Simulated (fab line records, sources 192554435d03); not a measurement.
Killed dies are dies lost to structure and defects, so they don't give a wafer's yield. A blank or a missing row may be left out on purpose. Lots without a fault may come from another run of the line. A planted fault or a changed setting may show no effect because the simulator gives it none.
Chamber matching | flow n5_finfet | N5_FIN_CUT_CUT_ETCH_26 on rie_diel-02: 4 sister chambers
The step etches SiNx in CH3F/O2, target depth 39 nm, time 55.7 s. 16 wafers are shown with their chamber, then 8 later ones without.

WAFERS WITH THEIR CHAMBER
wafer  | chamber | showerhead_plenum_p_Torr (Torr) | drypump_motor_current_A (A) | throttle_valve_pct (%)
L074.4 | 1       | 2.01                            | 6.0                         | 15.86
L074.5 | 1       | 2.01                            | 6.0                         | 15.87
L074.6 | 2       | 2.10                            | 5.1                         | 16.59
L081.3 | 3       | 2.07                            | 5.6                         | 16.28
L081.5 | 0       | 1.90                            | 6.5                         | 16.44
L081.6 | 3       | 2.07                            | 5.6                         | 16.27
L085.3 | 3       | 2.07                            | 5.6                         | 16.27
L085.5 | 0       | 1.90                            | 6.6                         | 16.45
L085.6 | 1       | 2.00                            | 6.0                         | 15.90
L086.1 | 2       | 2.10                            | 5.1                         | 16.64
L086.3 | 3       | 2.07                            | 5.6                         | 16.26
L086.5 | 3       | 2.07                            | 5.6                         | 16.28
L088.2 | 0       | 1.90                            | 6.5                         | 16.46
L088.3 | 2       | 2.10                            | 5.1                         | 16.63
L088.6 | 1       | 2.00                            | 6.0                         | 15.92
L089.1 | 3       | 2.07                            | 5.6                         | 16.29

SIGNATURES (means of the wafers above)
reading                  | chamber 0 | chamber 1 | chamber 2 | chamber 3 | scatter within a chamber
showerhead_plenum_p_Torr | 1.9000    | 2.0050    | 2.1000    | 2.0700    | 0.00289
drypump_motor_current_A  | 6.533     | 6.000     | 5.100     | 5.600     | 0.0236
throttle_valve_pct       | 16.4500   | 15.8875   | 16.6200   | 16.2750   | 0.0192
Rule: a wafer's distance from a chamber is the root of the sum, over the readings, of the square of ((its reading less the chamber's mean) divided by the reading's scatter). The wafer belongs to the nearest chamber; if the next one is less than 2 further off, it can't be placed. The scatter: the root of (the sum of the squares of (reading less its chamber's mean) over the shown wafers, divided by (wafers less chambers)).

WAFERS WITHOUT THEIR CHAMBER
wafer  | showerhead_plenum_p_Torr (Torr) | drypump_motor_current_A (A) | throttle_valve_pct (%)
L089.2 | 2.00                            | 6.0                         | 15.90
L089.4 | 2.10                            | 5.1                         | 16.63
L095.3 | 2.00                            | 6.0                         | 15.93
L095.4 | 1.89                            | 6.6                         | 16.49
L095.5 | 2.00                            | 6.0                         | 15.93
L096.1 | 2.00                            | 6.1                         | 15.93
L096.3 | 2.09                            | 5.1                         | 16.66
L096.6 | 2.06                            | 5.6                         | 16.31

WHICH CHAMBER EACH WENT THROUGH
wafer  | from the rows above | in truth
L089.2 | 1                   | 1
L089.4 | 2                   | 2
L095.3 | 1                   | 1
L095.4 | 0                   | 0
L095.5 | 1                   | 1
L096.1 | 1                   | 1
L096.3 | 2                   | 2
L096.6 | 3                   | 3
Placed correctly: 8 of 8. Can't be placed from these rows: 0. Placed wrongly: 0.
